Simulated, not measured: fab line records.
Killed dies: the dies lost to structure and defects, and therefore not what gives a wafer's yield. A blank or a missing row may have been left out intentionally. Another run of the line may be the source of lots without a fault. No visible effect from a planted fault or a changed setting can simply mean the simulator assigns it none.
fab line records + flow nand_harc
[record]
- lots = 5
- wafers = 15
- last_day = 32
route steps=1302 shown A_STAIRCASE@692
lots that met no fault: from a run of the same line without faults
start_h: hours from the record's first day to the start of the lot's first wafer shown + wait_h: hours since the lot's step before + " unchanged from the row above + L1.1+2: several wafers, shown together as one row + - no value present, or no start provided + * or withheld: withheld + < > ~ a bound
route shown NAME@n: NAME is a module with steps in the file, n the number in the route of the first one + usual: mean/standard deviation of fault-free wafers + same: alike in all rows + chamber/n: place in a boat + sites: each site's reading + _std_site: standard deviation of those values + _edge_site: inner sites' mean taken away from outer sites' mean + radius_mm: for every site, how far away it sits from the centre of the wafer + mask NAME#n: copy n + behind: the tool/chamber that last shaped the wafer + hold: reason for holding the lot/hours on hold/outcome of the hold + device: names the non-switching transistor (n, p or np) + end of line: the route-end tests of the same wafers + a step without rows: its recipe alone + killed: dies that structure and defects cost at the first sort, which is not the same as the wafer's yield + map: a wafer's dies, marking killed ones x, the rest . and places with no die _
set.NAME: setting as actually run; set.NAME@STEP: the setting as run at that earlier step + model.NAME: the simulator's own value behind a step, which no gauge read
lots at some steps of the route; a table a step, a row a wafer
services: the hour from which a tool's chamber was out of use, counted from the record's first day as start_h (under 0 if before that day), plus the number of hours and why
[[steps]]
[step NHARC_A_STAIRCASE_COAT_178]
[recipe]
- spin_rpm = 1200
[step NHARC_A_STAIRCASE_SOFTBAKE_179]
[recipe]
- temp_c = 135
- time_s = 170
[step NHARC_A_STAIRCASE_EBR_180]
[step NHARC_A_STAIRCASE_EXPOSE_181]
[recipe]
- na = 0.5
- dose_mj = 27.87
- mask_id = STAIR_2
[step NHARC_A_STAIRCASE_PEB_182]
[recipe]
- peb_temp_c = 115
- peb_time_s = 130
[step NHARC_A_STAIRCASE_DEVELOP_183]
[recipe]
- time_s = 140
[step NHARC_A_STAIRCASE_HARDBAKE_185]
[recipe]
- temp_c = 120
- time_s = 140
[step NHARC_A_STAIRCASE_DESCUM_186]
[recipe]
- time_s = 3
- o2_flow_sccm = 200
- ar_flow_sccm = 0
- bias_power_w = 0
- chemistry = O2
[usual]
- chamber_pressure_mTorr = 60.00/0.053
- drypump_motor_current_A = 5.6/0.52
- oes_product_au = 1.002/0.013
- rf_vpp_V = 57.7/0.94
- showerhead_plenum_p_Torr = 1.91/0.096
- throttle_valve_pct = 11.312/0.0086
| lot.wafer | tool        | chamber | start_h | wait_h | chamber_pressure_mTorr | drypump_motor_current_A | oes_product_au | rf_hours_counter_h | rf_vpp_V | showerhead_plenum_p_Torr | throttle_valve_pct |
|-----------|-------------|---------|---------|--------|------------------------|-------------------------|----------------|--------------------|----------|--------------------------|--------------------|
| L723.4    | rie_diel-03 | 1       | 367.83  | -      | 60.04                  | 6.3                     | 0.999          | 20                 | 58.8     | 1.98                     | 11.311             |
| L723.3    | "           | 0       | "       | "      | 60.11                  | 4.8                     | 1.014          | 19                 | 58.3     | 1.89                     | 11.310             |
| L723.5    | "           | 2       | "       | "      | 60.08                  | 6.2                     | 1.009          | -                  | 55.6     | 1.77                     | 11.320             |
| L725.2    | rie_diel-03 | 2       | 396.84  | -      | 60.02                  | 6.2                     | 1.002          | 24                 | 58.3     | 1.77                     | 11.308             |
| L725.4    | "           | 0       | "       | "      | 59.95                  | 4.8                     | 1.006          | 28                 | 56.5     | 1.88                     | 11.324             |
| L725.5    | "           | 2       | "       | "      | 60.08                  | 6.2                     | 1.001          | -                  | 56.2     | 1.77                     | 11.306             |
| L728.1    | rie_diel-01 | 0       | 411.86  | -      | 60.03                  | 5.1                     | 1.001          | 8                  | 58.1     | 2.03                     | 11.300             |
| L728.2    | "           | 2       | "       | "      | 60.06                  | 5.4                     | 1.004          | 9                  | 57.8     | 1.79                     | 11.312             |
| L728.6    | "           | 2       | "       | "      | 59.98                  | 5.4                     | 0.995          | -                  | 57.6     | 1.79                     | 11.303             |
| L733.3    | rie_diel-01 | 0       | 468.14  | -      | 60.11                  | 5.1                     | 0.997          | 23                 | 57.7     | 2.03                     | 11.333             |
| L733.1    | "           | 1       | "       | "      | 60.02                  | 6.0                     | 1.012          | 24                 | 57.2     | 1.88                     | 11.314             |
| L733.4    | "           | 2       | "       | "      | 60.01                  | 5.4                     | 0.994          | 27                 | 59.0     | 1.78                     | 11.318             |
| L742.3    | rie_diel-03 | 1       | 554.75  | -      | 59.95                  | 6.4                     | 0.998          | 24                 | 58.9     | 1.96                     | 11.300             |
| L742.2    | "           | 2       | "       | "      | 60.03                  | 6.2                     | 0.982          | 33                 | 59.6     | 2.07                     | 11.310             |
| L742.6    | "           | 1       | "       | "      | 60.07                  | 6.3                     | 0.999          | -                  | 59.2     | 1.96                     | 11.308             |
[step NHARC_A_STAIRCASE_TRIM_187]
[recipe]
- time_s = 211.2
- o2_flow_sccm = 500
- ar_flow_sccm = 0
- bias_w = 0
- chemistry = O2
[usual]
- chamber_pressure_mTorr = 59.99/0.056
- drypump_motor_current_A = 5.6/0.52
- oes_product_au = 1.003/0.011
- rf_vpp_V = 57.6/0.92
- showerhead_plenum_p_Torr = 3.51/0.16
- throttle_valve_pct = 17.035/0.0087
[same]
- bias_w = 0
| lot.wafer | tool        | chamber | start_h | wait_h | chamber_pressure_mTorr | drypump_motor_current_A | oes_product_au | rf_hours_counter_h | rf_vpp_V | showerhead_plenum_p_Torr | throttle_valve_pct |
|-----------|-------------|---------|---------|--------|------------------------|-------------------------|----------------|--------------------|----------|--------------------------|--------------------|
| L723.3    | rie_diel-03 | 3       | 367.91  | 0.1    | 60.00                  | 5.8                     | 1.011          | 21                 | 57.6     | 3.50                     | 17.047             |
| L723.4    | "           | 1       | "       | "      | 60.04                  | 6.3                     | 0.997          | 20                 | 57.8     | 3.64                     | 17.038             |
| L723.5    | "           | 0       | "       | "      | 60.06                  | 4.9                     | 1.020          | -                  | 56.5     | 3.48                     | 17.047             |
| L725.4    | rie_diel-03 | 3       | 396.92  | 0.1    | 59.94                  | 5.8                     | 1.010          | 30                 | 56.8     | 3.50                     | 17.044             |
| L725.2    | "           | 1       | "       | "      | 60.03                  | 6.3                     | 0.999          | 29                 | 57.2     | 3.64                     | 17.035             |
| L725.5    | "           | 0       | "       | "      | 59.96                  | 4.8                     | 0.988          | -                  | 58.0     | 3.48                     | 17.044             |
| L728.2    | rie_diel-01 | 0       | 411.97  | 0.1    | 59.93                  | 5.1                     | 1.008          | 8                  | 59.5     | 3.74                     | 17.036             |
| L728.1    | "           | 2       | "       | "      | 60.02                  | 5.4                     | 1.000          | 9                  | 56.7     | 3.31                     | 17.032             |
| L728.6    | "           | 1       | "       | "      | 60.01                  | 6.0                     | 1.007          | -                  | 58.2     | 3.48                     | 17.045             |
| L733.4    | rie_diel-01 | 2       | 468.23  | 0.1    | 59.93                  | 5.5                     | 1.000          | 27                 | 57.0     | 3.30                     | 17.043             |
| L733.3    | "           | 0       | "       | "      | 60.01                  | 5.1                     | 1.002          | 23                 | 59.4     | 3.73                     | 17.029             |
| L733.1    | "           | 1       | "       | "      | 60.04                  | 6.0                     | 1.016          | 24                 | 57.6     | 3.47                     | 17.046             |
| L742.3    | rie_diel-03 | 1       | 554.83  | 0.1    | 59.98                  | 6.3                     | 0.999          | 24                 | 56.2     | 3.61                     | 17.024             |
| L742.2    | "           | 2       | "       | "      | 60.08                  | 6.2                     | 0.985          | 33                 | 57.6     | 3.79                     | 17.022             |
| L742.6    | "           | 2       | "       | "      | 59.99                  | 6.2                     | 0.989          | -                  | 57.7     | 3.79                     | 17.036             |
[step NHARC_A_STAIRCASE_ETCH_188]
[recipe]
- target_depth_a = 1000
- time_s = 40.5
- ion_energy_ev = 400
- c4f8_flow_sccm = 20
- o2_flow_sccm = 10
- ar_flow_sccm = withheld
- rf_w = 600
- bias_w = 1000
- chemistry = C4F8/O2
[usual]
- bias_w = 999/3.1
- chamber_pressure_mTorr = 24.997/0.021
- oes_product_au = 0.946/0.017
- rf_vpp_V = 896/6
- run_length_s = 61.9/0.53
| lot.wafer | tool        | chamber | start_h | wait_h | bias_w | chamber_pressure_mTorr | oes_product_au | rf_hours_counter_h | rf_vpp_V | run_length_s |
|-----------|-------------|---------|---------|--------|--------|------------------------|----------------|--------------------|----------|--------------|
| L723.4    | rie_diel-03 | 0       | -       | -      | 1000   | 24.966                 | 0.954          | 19                 | 894      | 61.3         |
| L723.3    | "           | 2       | "       | "      | 1007   | 24.993                 | 0.966          | 21                 | 886      | 62.7         |
| L723.5    | "           | 1       | "       | "      | 999    | 24.979                 | 0.942          | -                  | 899      | 61.7         |
| L725.2    | rie_diel-03 | 2       | -       | -      | 1005   | 24.969                 | 0.955          | 24                 | 886      | 62.1         |
| L725.4    | "           | 3       | "       | "      | 997    | 24.968                 | 0.971          | 30                 | 896      | 62.2         |
| L725.5    | "           | 3       | "       | "      | 995    | 25.000                 | 0.964          | -                  | 894      | 62.5         |
| L728.2    | rie_diel-01 | 2       | -       | -      | 1001   | 25.022                 | 0.919          | 10                 | 888      | 62.2         |
| L728.1    | "           | 1       | "       | "      | 1006   | 24.990                 | 0.936          | 8                  | 894      | 61.2         |
| L728.6    | "           | 0       | "       | "      | 998    | 24.987                 | 0.933          | -                  | 904      | 61.5         |
| L733.4    | rie_diel-01 | 2       | -       | -      | 1000   | 24.983                 | 0.945          | 27                 | 888      | 62.1         |
| L733.1    | "           | 0       | "       | "      | 999    | 24.998                 | 0.927          | 23                 | 902      | 61.8         |
| L733.3    | "           | 1       | "       | "      | 1001   | 24.999                 | 0.940          | 24                 | 895      | 60.8         |
| L742.3    | rie_diel-03 | 2       | -       | -      | 1004   | 25.028                 | 0.945          | 34                 | 905      | 62.5         |
| L742.2    | "           | 1       | "       | "      | 1002   | 24.971                 | 0.951          | 25                 | 899      | 61.7         |
| L742.6    | "           | 2       | "       | "      | 1002   | 25.009                 | 0.938          | -                  | 905      | 62.2         |
[step NHARC_A_STAIRCASE_TRIM_189]
[recipe]
- time_s = 211.2
- o2_flow_sccm = 500
- ar_flow_sccm = 0
- bias_w = 0
- chemistry = O2
[usual]
- chamber_pressure_mTorr = 60.00/0.05
- drypump_motor_current_A = 5.6/0.53
- oes_product_au = 1.003/0.013
- rf_vpp_V = 57.7/0.97
- showerhead_plenum_p_Torr = 3.52/0.16
- throttle_valve_pct = 17.036/0.0082
[same]
- bias_w = 0
| lot.wafer | tool        | chamber | start_h | wait_h | chamber_pressure_mTorr | drypump_motor_current_A | oes_product_au | rf_hours_counter_h | rf_vpp_V | showerhead_plenum_p_Torr | throttle_valve_pct |
|-----------|-------------|---------|---------|--------|------------------------|-------------------------|----------------|--------------------|----------|--------------------------|--------------------|
| L723.3    | rie_diel-03 | 0       | -       | -      | 59.95                  | 4.8                     | 1.007          | 19                 | 56.0     | 3.48                     | 17.039             |
| L723.4    | "           | 2       | "       | "      | 60.11                  | 6.2                     | 1.013          | 21                 | 56.1     | 3.28                     | 17.030             |
| L723.5    | "           | 1       | "       | "      | 60.06                  | 6.3                     | 0.988          | -                  | 57.4     | 3.64                     | 17.037             |
| L725.2    | rie_diel-03 | 2       | -       | -      | 59.97                  | 6.2                     | 1.008          | 24                 | 56.5     | 3.28                     | 17.027             |
| L725.4    | "           | 3       | "       | "      | 60.01                  | 5.8                     | 1.015          | 30                 | 57.2     | 3.50                     | 17.032             |
| L725.5    | "           | 2       | "       | "      | 60.01                  | 6.2                     | 1.010          | -                  | 58.4     | 3.28                     | 17.037             |
| L728.2    | rie_diel-01 | 2       | -       | -      | 59.97                  | 5.4                     | 1.004          | 10                 | 56.6     | 3.31                     | 17.035             |
| L728.1    | "           | 1       | "       | "      | 60.02                  | 6.0                     | 1.005          | 8                  | 56.2     | 3.48                     | 17.038             |
| L728.6    | "           | 1       | "       | "      | 60.05                  | 6.1                     | 1.011          | -                  | 57.6     | 3.48                     | 17.038             |
| L733.4    | rie_diel-01 | 2       | -       | -      | 59.85                  | 5.4                     | 1.003          | 29                 | 56.1     | 3.30                     | 17.033             |
| L733.3    | "           | 3       | "       | "      | 59.99                  | 4.9                     | 0.988          | 29                 | 57.6     | 3.36                     | 17.043             |
| L733.1    | "           | 1       | "       | "      | 60.08                  | 6.1                     | 1.021          | 26                 | 57.0     | 3.47                     | 17.044             |
| L742.3    | rie_diel-03 | 2       | -       | -      | 60.00                  | 6.2                     | 0.979          | 34                 | 59.9     | 3.79                     | 17.027             |
| L742.2    | "           | 0       | "       | "      | 59.99                  | 4.8                     | 0.998          | 29                 | 57.6     | 3.45                     | 17.034             |
| L742.6    | "           | 3       | "       | "      | 59.96                  | 5.8                     | 1.018          | -                  | 57.5     | 3.47                     | 17.032             |
[step NHARC_A_STAIRCASE_ETCH_190]
[recipe]
- target_depth_a = 1000
- time_s = 40.5
- ion_energy_ev = 400
- c4f8_flow_sccm = 20
- o2_flow_sccm = 10
- ar_flow_sccm = withheld
- rf_w = 600
- bias_w = 1000
- chemistry = C4F8/O2
[usual]
- bias_w = 1000/3.1
- chamber_pressure_mTorr = 25.000/0.023
- oes_product_au = 0.945/0.013
- rf_vpp_V = 895/5.9
- run_length_s = 61.9/0.53
| lot.wafer | tool        | chamber | start_h | wait_h | bias_w | chamber_pressure_mTorr | oes_product_au | rf_hours_counter_h | rf_vpp_V | run_length_s |
|-----------|-------------|---------|---------|--------|--------|------------------------|----------------|--------------------|----------|--------------|
| L723.4    | rie_diel-03 | 0       | 368.31  | -      | 1001   | 24.995                 | 0.962          | 19                 | 894      | 61.5         |
| L723.3    | "           | 1       | "       | "      | 995    | 24.972                 | 0.945          | 20                 | 901      | 62.0         |
| L723.5    | "           | 3       | "       | "      | 1003   | 25.000                 | 0.961          | -                  | 894      | 62.2         |
| L725.4    | rie_diel-03 | 1       | 397.30  | -      | 994    | 24.955                 | 0.953          | 29                 | 901      | 62.3         |
| L725.2    | "           | 2       | "       | "      | 998    | 24.955                 | 0.944          | 24                 | 888      | 62.8         |
| L725.5    | "           | 2       | "       | "      | 1001   | 25.015                 | 0.950          | -                  | 885      | 62.1         |
| L728.1    | rie_diel-01 | 2       | 412.79  | -      | 1001   | 24.957                 | 0.948          | 10                 | 888      | 62.1         |
| L728.2    | "           | 1       | "       | "      | 1002   | 24.980                 | 0.951          | 8                  | 895      | 60.8         |
| L728.6    | "           | 2       | "       | "      | 1003   | 25.025                 | 0.952          | -                  | 887      | 62.6         |
| L733.1    | rie_diel-01 | 2       | 471.44  | -      | 1004   | 25.033                 | 0.936          | 29                 | 889      | 62.0         |
| L733.4    | "           | 3       | "       | "      | 1000   | 24.970                 | 0.928          | 29                 | 890      | 61.6         |
| L733.3    | "           | 1       | "       | "      | 1002   | 25.000                 | 0.941          | 26                 | 894      | 61.0         |
| L742.2    | rie_diel-03 | 0       | 555.22  | -      | -      | 24.979                 | 0.950          | 29                 | 894      | 50.3         |
| L742.3    | "           | 1       | "       | "      | 1003   | 24.983                 | 0.938          | 25                 | 899      | 61.8         |
| L742.6    | "           | 0       | "       | "      | -      | 25.014                 | 0.945          | -                  | 893      | 50.5         |
[step NHARC_A_STAIRCASE_TRIM_191]
[recipe]
- time_s = 211.2
- o2_flow_sccm = 500
- ar_flow_sccm = 0
- bias_w = 0
- chemistry = O2
[usual]
- chamber_pressure_mTorr = 60.01/0.049
- drypump_motor_current_A = 5.6/0.53
- oes_product_au = 1.003/0.013
- rf_vpp_V = 57.7/0.83
- showerhead_plenum_p_Torr = 3.52/0.16
- throttle_valve_pct = 17.036/0.0083
[same]
- bias_w = 0
| lot.wafer | tool        | chamber | start_h | wait_h | chamber_pressure_mTorr | drypump_motor_current_A | oes_product_au | rf_hours_counter_h | rf_vpp_V | showerhead_plenum_p_Torr | throttle_valve_pct |
|-----------|-------------|---------|---------|--------|------------------------|-------------------------|----------------|--------------------|----------|--------------------------|--------------------|
| L723.4    | rie_diel-03 | 2       | -       | -      | 59.98                  | 6.2                     | 0.997          | 21                 | 57.6     | 3.28                     | 17.028             |
| L723.3    | "           | 3       | "       | "      | 60.03                  | 5.8                     | 0.997          | 21                 | 57.0     | 3.50                     | 17.032             |
| L723.5    | "           | 2       | "       | "      | 60.00                  | 6.2                     | 0.999          | -                  | 58.2     | 3.28                     | 17.025             |
| L725.2    | rie_diel-03 | 1       | -       | -      | 59.98                  | 6.3                     | 0.999          | 29                 | 58.3     | 3.64                     | 17.033             |
| L725.4    | "           | 2       | "       | "      | 60.10                  | 6.2                     | 1.002          | 24                 | 56.9     | 3.28                     | 17.043             |
| L725.5    | "           | 1       | "       | "      | 60.11                  | 6.3                     | 1.005          | -                  | 56.9     | 3.64                     | 17.029             |
| L728.1    | rie_diel-01 | 0       | -       | -      | 60.09                  | 5.1                     | 0.994          | 8                  | 59.4     | 3.73                     | 17.035             |
| L728.2    | "           | 2       | "       | "      | 60.02                  | 5.4                     | 0.998          | 10                 | 56.6     | 3.31                     | 17.027             |
| L728.6    | "           | 0       | "       | "      | 60.10                  | 5.1                     | 0.992          | -                  | 57.5     | 3.73                     | 17.042             |
| L733.1    | rie_diel-01 | 3       | -       | -      | 60.09                  | 5.0                     | 0.997          | 29                 | 56.7     | 3.36                     | 17.044             |
| L733.4    | "           | 0       | "       | "      | 59.97                  | 5.2                     | 1.005          | 27                 | 59.2     | 3.72                     | 17.038             |
| L733.3    | "           | 2       | "       | "      | 60.02                  | 5.4                     | 0.993          | 29                 | 57.0     | 3.30                     | 17.050             |
| L742.2    | rie_diel-03 | 1       | -       | -      | 60.02                  | 6.3                     | 1.017          | 25                 | 58.3     | 3.61                     | 17.037             |
| L742.3    | "           | 2       | "       | "      | 60.09                  | 6.2                     | 0.989          | 34                 | 59.0     | 3.79                     | 17.023             |
| L742.6    | "           | 1       | "       | "      | 60.09                  | 6.3                     | 1.017          | -                  | 58.7     | 3.61                     | 17.042             |
[[services]]
| tool        | chamber | start_h | hours | kind       |
|-------------|---------|---------|-------|------------|
| rie_diel-01 | 0       | 358.28  | 6.1   | repair     |
| rie_diel-03 | 0       | 363.92  | -     | clean      |
| rie_diel-03 | 1       | 363.92  | -     | clean      |
| rie_diel-03 | 2       | 363.92  | -     | clean      |
| rie_diel-03 | 3       | 363.92  | -     | clean      |
| rie_diel-03 | 2       | 375.34  | 13.8  | repair     |
| rie_diel-01 | -       | 381.53  | 9.0   | pm         |
| rie_diel-03 | 0       | 388.42  | -     | clean      |
| rie_diel-03 | 1       | 388.42  | -     | clean      |
| rie_diel-03 | 3       | 388.42  | -     | clean      |
| rie_diel-01 | 3       | 410.09  | 2.7   | repair     |
| rie_diel-03 | 0       | 413.00  | -     | clean      |
| rie_diel-03 | 1       | 413.00  | -     | clean      |
| rie_diel-03 | 2       | 413.00  | -     | clean      |
| rie_diel-03 | 3       | 413.00  | -     | clean      |
| rie_diel-01 | 0       | 414.14  | 6.5   | repair     |
| rie_diel-03 | 0       | 437.50  | -     | clean      |
| rie_diel-03 | 1       | 437.50  | -     | clean      |
| rie_diel-03 | 2       | 437.50  | -     | clean      |
| rie_diel-03 | 3       | 437.50  | -     | clean      |
| rie_diel-03 | 3       | 455.41  | 17.4  | repair     |
| rie_diel-03 | -       | 458.34  | 9.0   | pm         |
| rie_diel-03 | 0       | 458.34  | 9.0   | vent_cycle |
| rie_diel-03 | 1       | 476.61  | 8.3   | repair     |
[[key]]
[first_sign]
- step = NHARC_A_STAIRCASE_ETCH_190
- reading = run_length_s
- direction = down
- sigmas = 22
- usual = *
- struck = *
effect none on later readings
met_at NHARC_A_STAIRCASE_ETCH_190
struck_wafers L742.2,L742.6
later_rows_left_out L742.2,L742.6
sort_left_out L742.2,L742.6
tester_left_out L742
onset_between 368.31 555.22
[fault]
- kind = process_parameter_drift
- tool = rie_diel-03
- chamber = 0
- onset_h = 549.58
- steps = NHARC_A_STAIRCASE_ETCH_190
- channel = time_s
- offset = *
- shape = step
- end_h = 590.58
- acts_in = *
- stated = *
// tester_left_out: of these lots the tester's yield and bins aren't shown, on N5 and GAA mostly nor the transistor test; their killed dies are dies lost to structure and defects alone, not to doping, threshold or leakage, so they don't give the yield
// sort_left_out: the simulated sort isn't trusted on such a fault, so these wafers' sort isn't shown, and their yield isn't known
// later_rows_left_out: the simulator's readings of these wafers behind a module that went badly wrong aren't trusted and aren't shown, but for the sort
